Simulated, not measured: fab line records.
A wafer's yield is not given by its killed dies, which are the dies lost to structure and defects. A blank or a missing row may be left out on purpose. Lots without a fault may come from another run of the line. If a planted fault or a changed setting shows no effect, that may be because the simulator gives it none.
Matching of chambers | flow nand harc | 3 sister chambers for NHARC_P_M2_DEP_33 on pecvd-02
The step deposits SiCN, target thk 30 nm. 6 wafers are shown with their chamber, then 10 later ones without.

WAFERS WITH THEIR CHAMBER
wafer  | chamber | heater power w (W)
L085.1 | 2       | 543
L087.1 | 1       | 729
L087.4 | 0       | 492
L087.6 | 1       | 742
L093.2 | 0       | 438
L093.3 | 2       | 596

WAFERS WHOSE CHAMBER IS MISSING
wafer  | heater power w (W)
L093.4 | 465
L092.3 | 602
L092.4 | 712
L092.6 | 523
L096.1 | 491
L096.2 | 528
L096.6 | 767
L097.3 | 520
L097.4 | 500
L097.6 | 558

EACH ONE'S CHAMBER
wafer  | from the rows above     | in truth
L093.4 | 0                       | 0
L092.3 | 2                       | 2
L092.4 | 1                       | 1
L092.6 | can't be placed: 2 or 0 | 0
L096.1 | can't be placed: 0 or 2 | 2
L096.2 | can't be placed: 2 or 0 | 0
L096.6 | 1                       | 1
L097.3 | can't be placed: 2 or 0 | 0
L097.4 | can't be placed: 0 or 2 | 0
L097.6 | 2                       | 2
Correctly placed: 5 of 10. These rows do not allow placing 5 (true chamber among the candidates in 5). Wrongly placed: 0.
How it was worked out, from the rows above alone: a wafer's distance from a chamber is the root of the sum, over the readings, of the square of ((its reading less the chamber's mean) divided by the reading's scatter). If the next closest chamber is less than 2 further off than the closest, the wafer can't be placed; otherwise it belongs to the closest. The mean given for a chamber averages the wafers shown for that chamber. The scatter is the square root of a quotient: the sum, over the shown wafers, of each reading's squared deviation from its chamber's mean, divided by wafers minus chambers.
